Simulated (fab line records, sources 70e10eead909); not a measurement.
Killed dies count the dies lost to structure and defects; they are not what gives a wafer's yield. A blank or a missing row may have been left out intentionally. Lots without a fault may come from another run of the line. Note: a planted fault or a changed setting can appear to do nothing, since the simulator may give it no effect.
fab line records	flow nandHarc
[record] lots = 6	wafers = 16	lastDay = 33
route steps=1302 shown P_M0@266 END@1302
lots untouched by any fault: they come from a run of this same line in which no faults occurred
startH: start of the lot's first displayed wafer, in hours after the record's first day	waitH: hours since the lot's step before	" as in the row above	L1.1+2: a single row standing in for several wafers	- no value present, or no start provided	* or withheld: withheld	< > ~ a bound
route shown NAME@n: NAME is a module with steps in the file, n the number in the route of the first one	usual: average and standard deviation across the fault-free wafers	same: alike in all rows	chamber/n: place in a boat	sites: per-site readings	_std_site: their standard deviation	_edge_site: inner sites' mean taken away from outer sites' mean	radiusMm: for every site, how far away it sits from the centre of the wafer	mask NAME#n: copy n	behind: the most recent tool/chamber to have shaped the wafer	hold: why the lot went on hold/how many hours it stayed there/how the hold came to an end	device: the n, p or np transistor that did not switch	end of line: the tests these same wafers got at the end of their route	a step given without rows: its recipe and nothing more	killed: dies lost to structure and defects at the first sort, not the wafer's yield	map: shows each die of a wafer: x if killed, . if not, _ if none is there
set.NAME: the setting the step ran with; set.NAME@STEP: the setting that earlier step ran with	model.NAME: the simulator's own value behind a step, which no gauge read
lots seen at some steps along the route; tables by step, rows by wafer
services: a tool's chamber out of use, with start hour (startH, from the record's first day; less than 0 if before it), hours out, and reason
[[steps]]
[step NHARC_P_M0_DESCUM_14]
[recipe] timeS = 3	o2FlowSccm = 200	arFlowSccm = 0	biasPowerW = 0	chemistry = O2
[step NHARC_P_M0_ETCH_34]
[recipe] targetDepthA = 400	overetchA = 120	timeS = 43.94	ionEnergyEv = 200	n2FlowSccm = 150	h2FlowSccm = 150	arFlowSccm = 0	rfW = 400	biasW = 150	chemistry = N2/H2
[usual] drypumpMotorCurrentA = 5.7/0.33	n2FlowSccm = 149.9/0.43	oesProductAu = 1.006/0.016	rfVppV = 430.7/2.7	showerheadPlenumPTorr = 2.05/0.098	throttleValvePct = 14.171/0.0086
lot.wafer	tool	chamber	startH	waitH	drypumpMotorCurrentA	n2FlowSccm	oesProductAu	rfHoursCounterH	rfVppV	showerheadPlenumPTorr	throttleValvePct
L814.2	rieDiel-10	1	126.82	0.1	5.7	149.6	1.030	17	432.2	2.09	14.163
L814.1	"	2	"	"	5.4	150.6	0.999	20	426.5	1.91	14.166
L814.5	"	2	"	"	5.4	149.5	1.007	-	426.5	1.91	14.175
L816.1	rieDiel-05	1	154.85	0.1	6.0	149.4	0.976	14	431.4	2.09	14.171
L816.6	"	1	"	"	6.0	149.1	0.982	-	430.3	2.09	14.171
L816.5	"	2	"	"	6.1	150.0	1.015	-	428.8	1.96	14.165
L823.1	rieDiel-10	1	219.86	0.1	5.7	149.8	1.015	49	431.5	2.07	14.162
L823.6	"	2	"	"	5.4	150.3	1.018	-	426.9	1.90	14.162
L826.3	rieDiel-05	0	248.10	0.1	5.7	150.0	0.978	1	431.5	2.07	14.167
L826.2	"	2	"	"	6.1	150.3	1.020	2	427.1	1.96	14.179
L834.3	rieDiel-05	2	329.33	0.1	6.1	149.5	1.025	14	428.7	1.95	14.171
L834.5	"	1	"	"	6.0	150.8	0.993	-	432.5	2.08	14.165
L834.6	"	2	"	"	6.1	149.5	1.018	-	427.9	1.95	14.165
L836.1	rieDiel-05	3	347.93	0.1	5.7	150.2	1.017	16	432.0	2.13	14.159
L836.2	"	1	"	"	6.0	149.5	1.006	20	432.8	2.08	14.177
L836.6	"	3	"	"	5.7	149.8	1.011	-	433.7	2.13	14.172
[step NHARC_P_M0_ETCH_15]
[recipe] targetDepthA = 1500	overetchA = 150	timeS = 82.5	c4f8FlowSccm = withheld	arFlowSccm = 400	rfW = 600	biasW = 300	chemistry = C4F8/Ar
[usual] oesProductAu = 0.965/0.021	rfVppV = 441.2/2.8
lot.wafer	tool	chamber	startH	waitH	oesProductAu	rfHoursCounterH	rfVppV
L814.1	rieDiel-10	1	-	-	0.943	17	442.2
L814.2	"	3	"	"	0.929	18	443.9
L814.5	"	2	"	"	0.937	-	436.7
L816.1	rieDiel-05	3	-	-	0.964	12	442.8
L816.5	"	3	"	"	0.959	-	443.2
L816.6	"	0	"	"	0.977	-	440.8
L823.1	rieDiel-10	2	-	-	0.944	50	436.9
L823.6	"	3	"	"	0.921	-	443.5
L826.3	rieDiel-05	0	-	-	0.948	1	441.2
L826.2	"	1	"	"	0.954	2	442.5
L834.3	rieDiel-05	1	-	-	0.965	15	442.0
L834.5	"	1	"	"	0.959	-	442.3
L834.6	"	2	"	"	1.005	-	437.7
L836.1	rieDiel-05	2	-	-	0.983	19	438.8
L836.2	"	0	"	"	0.975	17	442.5
L836.6	"	2	"	"	0.986	-	438.3
[step NHARC_P_M0_CD_MEAS_16]
[usual] cdNm = 89.9/1.1
lot.wafer	tool	chamber	startH	waitH	cdNm
L814.1	cdSem-02	-	127.04	-	91.4
L814.2	"	-	"	"	88.6
L814.5	"	-	"	"	89.8
L816.1	cdSem-01	-	155.07	-	90.1
L816.5	"	-	"	"	88.7
L816.6	"	-	"	"	90.1
L823.1	cdSem-01	-	220.10	-	88.8
L823.6	"	-	"	"	91.2
L826.2	cdSem-03	-	248.31	-	90.0
L826.3	"	-	"	"	91.6
L834.3	cdSem-03	-	329.55	-	91.4
L834.5	"	-	"	"	90.9
L834.6	"	-	"	"	90.6
L836.1	cdSem-03	-	348.14	-	87.1
L836.2	"	-	"	"	88.5
L836.6	"	-	"	"	90.5
[step NHARC_P_M0_STRIP_18]
[recipe] powerW = 1000	n2FlowSccm = 150	h2FlowSccm = 150	arFlowSccm = 0	biasW = 0	chemistry = N2/H2
[usual] drypumpMotorCurrentA = 5.7/0.36	n2FlowSccm = 150.0/0.45	oesProductAu = 1.006/0.015	rfVppV = 90.8/0.97	showerheadPlenumPTorr = 2.06/0.1	throttleValvePct = 14.171/0.0094
lot.wafer	tool	chamber	startH	waitH	drypumpMotorCurrentA	n2FlowSccm	oesProductAu	rfHoursCounterH	rfVppV	showerheadPlenumPTorr	throttleValvePct
L814.1	rieDiel-01	0	127.11	0.1	4.7	149.7	1.013	38	91.1	2.07	14.163
L814.2	"	2	"	"	5.9	150.1	0.978	30	91.7	1.88	14.161
L814.5	"	0	"	"	4.7	149.7	1.007	-	90.4	2.07	14.172
L816.1	rieDiel-05	1	155.17	0.1	6.0	149.9	0.973	14	92.0	2.09	14.169
L816.6	"	0	"	"	5.7	149.5	0.999	-	90.3	2.08	14.174
L816.5	"	1	"	"	6.0	149.8	0.985	-	90.8	2.09	14.171
L823.1	rieDiel-10	2	220.36	0.3	5.4	150.0	1.017	50	88.8	1.90	14.168
L823.6	"	1	"	"	5.8	149.8	1.011	-	91.7	2.07	14.180
L826.2	rieDiel-05	0	248.41	0.1	5.7	150.4	0.980	1	89.5	2.07	14.185
L826.3	"	1	"	"	6.0	150.5	1.005	2	90.7	2.09	14.183
L834.3	rieDiel-10	1	329.67	0.1	5.8	149.5	1.027	28	90.5	2.06	14.158
L834.5	"	3	"	"	5.9	150.2	1.001	-	91.4	2.12	14.166
L834.6	"	0	"	"	5.4	149.6	1.032	-	92.3	2.21	14.177
L836.2	rieDiel-01	2	348.22	0.1	5.9	150.8	0.999	51	91.9	2.20	14.167
L836.1	"	3	"	"	5.7	149.5	1.016	42	91.1	2.19	14.159
L836.6	"	3	"	"	5.7	149.9	1.017	-	91.6	2.19	14.159
[step NHARC_P_M0_STRIP_19]
[recipe] timeS = 600	tempC = 30	chemistry = postEtchResidueRemover
[step NHARC_P_M0_DEGAS_28]
[recipe] tempC = 250	timeS = 60
[usual] heaterPowerW = 321/36
lot.wafer	tool	chamber	startH	waitH	heaterPowerW
L814.1	pvdSputter-03	-	127.67	-	290
L814.2	"	-	"	"	367
L814.5	"	-	"	"	285
L816.1	pvdSputter-01	-	155.69	-	313
L816.5	"	-	"	"	346
L816.6	"	-	"	"	317
L823.1	pvdSputter-02	-	220.86	-	316
L823.6	"	-	"	"	318
L826.2	pvdSputter-01	-	248.93	-	295
L826.3	"	-	"	"	325
L834.3	pvdSputter-01	-	330.16	-	293
L834.5	"	-	"	"	303
L834.6	"	-	"	"	264
L836.2	pvdSputter-02	-	348.77	-	264
L836.1	"	-	"	"	303
L836.6	"	-	"	"	262
[step NHARC_P_M0_PRE_CLEAN_29]
[recipe] timeS = 30	tempC = 280	gas = H2/He
[step NHARC_P_M0_PVD_20]
[recipe] targetThkA = 50	biasV = 168.6	powerW = 15000	chamberPressurePa = 0.12	timeS = 8.06	substrateTempC = 50	material = TaN
[step NHARC_P_M0_PVD_21]
[recipe] targetThkA = 300	chamberPressurePa = 5	powerW = 5000	substrateTempC = 30	timeS = 20.49	material = Cu
[usual] throttleValvePct = 29.4/1
lot.wafer	tool	chamber	startH	waitH	throttleValvePct
L814.2	pvdSputter-03	-	-	-	29.2
L814.1	"	-	"	"	29.7
L814.5	"	-	"	"	28.6
L816.1	pvdSputter-01	-	-	-	28.8
L816.5	"	-	"	"	29.7
L816.6	"	-	"	"	29.3
L823.1	pvdSputter-02	-	-	-	30.8
L823.6	"	-	"	"	27.6
L826.2	pvdSputter-01	-	-	-	29.0
L826.3	"	-	"	"	28.2
L834.3	pvdSputter-01	-	-	-	29.3
L834.6	"	-	"	"	29.3
L834.5	"	-	"	"	28.9
L836.2	pvdSputter-02	-	-	-	28.1
L836.1	"	-	"	"	30.2
L836.6	"	-	"	"	28.1
[step NHARC_P_M0_ECD_22]
[recipe] targetThkA = 4000	bathTempC = 25	material = Cu
[step NHARC_P_M0_ANNEAL_30]
[recipe] tempC = 225	timeS = 90
[step NHARC_P_M0_CMP_23]
[recipe] tOverpolishS = 20	targetThkNm = 117.54
[usual] motorCurrentA = 12.0/1	timeToEndpointS = 29/3.2
lot.wafer	tool	chamber	startH	waitH	motorCurrentA	timeToEndpointS
L814.2	cmp-03	0	128.76	-	10.4	28
L814.1	"	2	"	"	11.2	20
L814.5	"	0	"	"	10.1	28
L816.1	cmp-03	3	156.93	-	13.5	25
L816.5	"	0	"	"	10.2	33
L816.6	"	1	"	"	12.7	28
L823.1	cmp-03	2	221.97	-	11.1	16
L823.6	"	2	"	"	11.2	15
L826.3	cmp-03	3	250.32	-	13.3	15
L826.2	"	2	"	"	11.4	9
L834.3	cmp-03	1	331.40	-	11.3	26
L834.6	"	3	"	"	12.8	26
L834.5	"	0	"	"	10.5	27
L836.2	cmp-04	0	349.85	-	12.4	30
L836.1	"	1	"	"	11.9	21
L836.6	"	0	"	"	12.5	29
[step NHARC_P_M0_THK_MEAS_24]
[recipe] thkMeasGauge = xrf
[usual] thkNm = 117.5/1.6
lot.wafer	tool	chamber	startH	waitH	thkNm
L814.1	filmMetro-02	-	129.07	-	115.8
L814.2	"	-	"	"	116.9
L814.5	"	-	"	"	117.8
L816.1	filmMetro-02	-	157.16	-	118.7
L816.5	"	-	"	"	118.4
L816.6	"	-	"	"	117.6
L823.1	filmMetro-02	-	222.26	-	110.3
L823.6	"	-	"	"	109.2
L826.2	filmMetro-01	-	250.63	-	107.8
L826.3	"	-	"	"	110.7
L834.3	filmMetro-01	-	331.66	-	112.9
L834.5	"	-	"	"	115.9
L834.6	"	-	"	"	115.9
L836.1	filmMetro-01	-	350.16	-	117.5
L836.2	"	-	"	"	120.3
L836.6	"	-	"	"	120.4
[step NHARC_P_M0_SRD_25]
[step NHARC_END_SORT_01]
[recipe] tempC = 25
[usual] defectLimitedYield = 91/3.2	killedAtArray = 58/22	killedAtOther = 1.0/1.3	killedAtPeriphery = 5/3.4	killedDies = 64/22	killedOpen = 3.6/1.8	killedShort = 2.4/1.7
[same] grossDies = 677
lot.wafer	tool	chamber	startH	waitH	defectLimitedYield[%]	killedAtArray	killedAtOther	killedAtPeriphery	killedDies	killedOpen	killedShort
L814.1	prober-02	0	574.02	2.5	92	45	0	10	55	0	1
L814.2	prober-02	0	574.82	2.8	91	54	1	8	63	4	5
L814.5	prober-02	0	577.20	3.7	92	49	0	8	57	4	2
L816.1	prober-02	0	593.70	2.5	85	94	2	4	100	5	2
L816.5	prober-02	0	596.86	3.7	84	102	0	3	105	2	2
L816.6	prober-02	0	597.65	4.0	82	120	2	1	123	3	2
L823.1	prober-02	0	657.56	2.5	92	52	0	2	54	5	1
L823.6	prober-02	0	661.56	4.0	93	44	0	6	50	5	4
L826.2	prober-02	0	678.23	2.8	85	97	1	1	99	4	0
L826.3	prober-02	0	679.02	3.1	89	71	0	3	74	6	1
L834.3	prober-02	0	773.45	3.1	96	23	0	6	29	2	3
L834.5	prober-02	0	775.04	3.7	95	23	0	9	32	4	0
L834.6	prober-02	0	775.84	4.0	95	29	0	3	32	5	4
L836.1	prober-02	0	787.61	2.5	93	48	0	2	50	1	1
L836.2	prober-02	0	788.41	2.8	92	55	0	2	57	3	3
L836.6	prober-02	0	791.62	4.0	92	50	0	2	52	5	2
// killed by level:class
L814.1 A_CHANNEL_HOLE_D1:chamberFilmFlake=28 A_CHANNEL_HOLE_D2:chamberFilmFlake=7 A_CONTACT:chamberFilmFlake=5 P_ZERO_WELL:chamberFilmFlake=4 P_CONTACT:chamberFilmFlake=4 P_BONDPAD:chamberFilmFlake=2 A_STAIRCASE:chamberFilmFlake=2 A_CHANNEL_FILL_D2:geometricParticle:short=1
L814.2 A_CHANNEL_HOLE_D1:chamberFilmFlake=34 A_CHANNEL_HOLE_D2:chamberFilmFlake=5 A_CONTACT:chamberFilmFlake=4 P_BONDPAD:chamberFilmFlake=3 P_CONTACT:chamberFilmFlake=2 A_STAIRCASE:chamberFilmFlake=2 P_CONTACT:geometricParticle:open=1 P_M2:geometricParticle:open=1
L814.5 A_CHANNEL_HOLE_D1:chamberFilmFlake=34 A_CHANNEL_HOLE_D2:chamberFilmFlake=4 P_STI:chamberFilmFlake=3 A_CHANNEL_FILL_D2:geometricParticle:open=2 P_ZERO_WELL:chamberFilmFlake=2 P_BONDPAD:chamberFilmFlake=2 A_STAIRCASE:chamberFilmFlake=2 A_CONTACT:chamberFilmFlake=2
L816.1 A_SLIT:chamberFilmFlake=29 A_CHANNEL_HOLE_D2:chamberFilmFlake=28 A_CHANNEL_HOLE_D1:chamberFilmFlake=20 A_STAIRCASE:chamberFilmFlake=6 A_WL_FILL:geometricParticle:open=2 P_ZERO_WELL:chamberFilmFlake=2 A_BLC:chamberFilmFlake=2 P_CONTACT:geometricParticle:open=1
L816.5 A_CHANNEL_HOLE_D1:chamberFilmFlake=35 A_CHANNEL_HOLE_D2:chamberFilmFlake=29 A_SLIT:chamberFilmFlake=25 A_M1:chamberFilmFlake=3 A_CHANNEL_FILL_D1:chamberFilmFlake=2 A_STAIRCASE:chamberFilmFlake=2 A_CONTACT:chamberFilmFlake=2 P_M0:geometricParticle:short=1
L816.6 A_CHANNEL_HOLE_D2:chamberFilmFlake=40 A_CHANNEL_HOLE_D1:chamberFilmFlake=38 A_SLIT:chamberFilmFlake=29 A_CONTACT:chamberFilmFlake=4 A_M1:chamberFilmFlake=2 A_ONON_D1:geometricParticle:short=1 A_CHANNEL_HOLE_D1:geometricParticle:open=1 A_ONON_D2:geometricParticle:short=1
L823.1 A_SLIT:chamberFilmFlake=37 A_CONTACT:geometricParticle:open=2 P_GATE:chamberFilmFlake=2 A_CHANNEL_HOLE_D1:chamberFilmFlake=2 A_CHANNEL_HOLE_D2:chamberFilmFlake=2 A_CONTACT:chamberFilmFlake=2 A_CHANNEL_HOLE_D1:geometricParticle:open=1 A_BLC:geometricParticle:short=1
L823.6 A_SLIT:chamberFilmFlake=31 A_CHANNEL_HOLE_D1:chamberFilmFlake=3 A_CONTACT:chamberFilmFlake=3 A_CHANNEL_FILL_D1:geometricParticle:short=2 P_GATE:chamberFilmFlake=2 P_CONTACT:geometricParticle:open=1 P_M0:geometricParticle:open=1 P_M1:geometricParticle:open=1
L826.2 A_CHANNEL_HOLE_D1:chamberFilmFlake=34 A_SLIT:chamberFilmFlake=30 A_CHANNEL_HOLE_D2:chamberFilmFlake=21 A_DECK1_JOINT:chamberFilmFlake=2 A_M0:chamberFilmFlake=2 A_M1:chamberFilmFlake=2 P_CONTACT:geometricParticle:open=1 A_ONON_D1:geometricParticle:open=1
L826.3 A_CHANNEL_HOLE_D1:chamberFilmFlake=27 A_SLIT:chamberFilmFlake=21 A_CHANNEL_HOLE_D2:chamberFilmFlake=13 A_WL_FILL:chamberFilmFlake=4 A_ONON_D1:geometricParticle:open=2 P_GATE:geometricParticle:short=1 P_CONTACT:geometricParticle:open=1 P_M0:geometricParticle:open=1
L834.3 A_SLIT:chamberFilmFlake=6 P_GATE:chamberFilmFlake=4 A_CHANNEL_HOLE_D1:chamberFilmFlake=4 A_STAIRCASE:chamberFilmFlake=3 A_M1:chamberFilmFlake=3 A_CHANNEL_FILL_D2:geometricParticle:short=2 P_GATE:geometricParticle:open=1 P_M1:geometricParticle:open=1
L834.5 A_SLIT:chamberFilmFlake=9 P_GATE:chamberFilmFlake=6 A_STAIRCASE:chamberFilmFlake=4 A_CHANNEL_HOLE_D1:unspecified=3 A_DECK1_JOINT:chamberFilmFlake=2 P_CONTACT:geometricParticle:open=1 P_M0:geometricParticle:open=1 P_M2:geometricParticle:open=1
L834.6 A_SLIT:chamberFilmFlake=7 A_CONTACT:chamberFilmFlake=7 P_GATE:chamberFilmFlake=3 A_DECK1_JOINT:geometricParticle:open=2 A_ONON_D2:geometricParticle:open=2 A_CHANNEL_HOLE_D2:chamberFilmFlake=2 A_ONON_D2:geometricParticle:short=1 A_CHANNEL_FILL_D2:geometricParticle:short=1
L836.1 A_CHANNEL_HOLE_D1:chamberFilmFlake=24 A_SLIT:chamberFilmFlake=11 A_CONTACT:chamberFilmFlake=6 A_STAIRCASE:chamberFilmFlake=2 A_WL_FILL:chamberFilmFlake=2 P_STI:geometricParticle:short=1 A_ONON_D1:geometricParticle:open=1 P_ZERO_WELL:chamberFilmFlake=1
L836.2 A_CHANNEL_HOLE_D1:chamberFilmFlake=31 A_SLIT:chamberFilmFlake=8 A_CONTACT:chamberFilmFlake=6 A_STAIRCASE:chamberFilmFlake=3 P_ZERO_WELL:geometricParticle:open=1 A_DECK1_JOINT:geometricParticle:short=1 A_CHANNEL_FILL_D2:geometricParticle:short=1 A_SGD_CUT:geometricParticle:open=1
L836.6 A_CHANNEL_HOLE_D1:chamberFilmFlake=20 A_SLIT:chamberFilmFlake=11 A_CONTACT:chamberFilmFlake=5 A_DECK1_JOINT:chamberFilmFlake=3 A_CHANNEL_HOLE_D2:chamberFilmFlake=2 A_STAIRCASE:chamberFilmFlake=2 P_M0:geometricParticle:open=1 P_M2:geometricParticle:short=1
[[services]]
tool	chamber	startH	hours	kind
pvdSputter-02	-	117.84	10.0	pm
cmp-03	-	135.64	1.2	repair
rieDiel-05	1	147.59	4.8	repair
cmp-03	-	162.00	4.0	pm
rieDiel-01	3	163.66	8.1	repair
pvdSputter-03	-	170.03	10.0	pm
cmp-03	-	178.06	3.1	repair
pvdSputter-03	-	180.82	9.6	repair
pvdSputter-02	-	186.20	3.7	repair
rieDiel-01	-	203.96	9.0	pm
pvdSputter-03	-	209.24	1.8	repair
rieDiel-05	1	221.90	2.4	repair
rieDiel-10	3	222.64	34.8	repair
pvdSputter-03	-	223.73	0.8	repair
pvdSputter-02	-	225.85	12.0	repair
pvdSputter-01	-	226.03	10.0	pm
rieDiel-05	-	229.60	9.0	pm
rieDiel-10	-	245.94	9.0	pm
cmp-03	-	260.00	4.0	pm
cmp-03	-	267.49	2.9	repair
rieDiel-01	3	272.45	23.5	repair
rieDiel-10	2	282.61	16.2	repair
pvdSputter-02	-	295.84	10.0	pm
pvdSputter-01	-	322.53	0.6	repair
[[key]]
[firstSign] step = NHARC_P_M0_CMP_23	reading = timeToEndpointS	direction = down	sigmas = 4.8	usual = *	struck = *
[effect] step = NHARC_P_M0_THK_MEAS_24	reading = thkNm	direction = down	sigmas = 4.9	usual = 117.5	struck = 109.5
metAt NHARC_P_M0_CMP_23
struckWafers L823.1,L823.6,L826.2,L826.3
onsetBetween 156.93 221.97
[fault] kind = processParameterDrift	tool = cmp-03	chamber = -	onsetH = 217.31	steps = NHARC_P_M0_CMP_23	channel = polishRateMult	offset = 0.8	shape = step	endH = 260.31
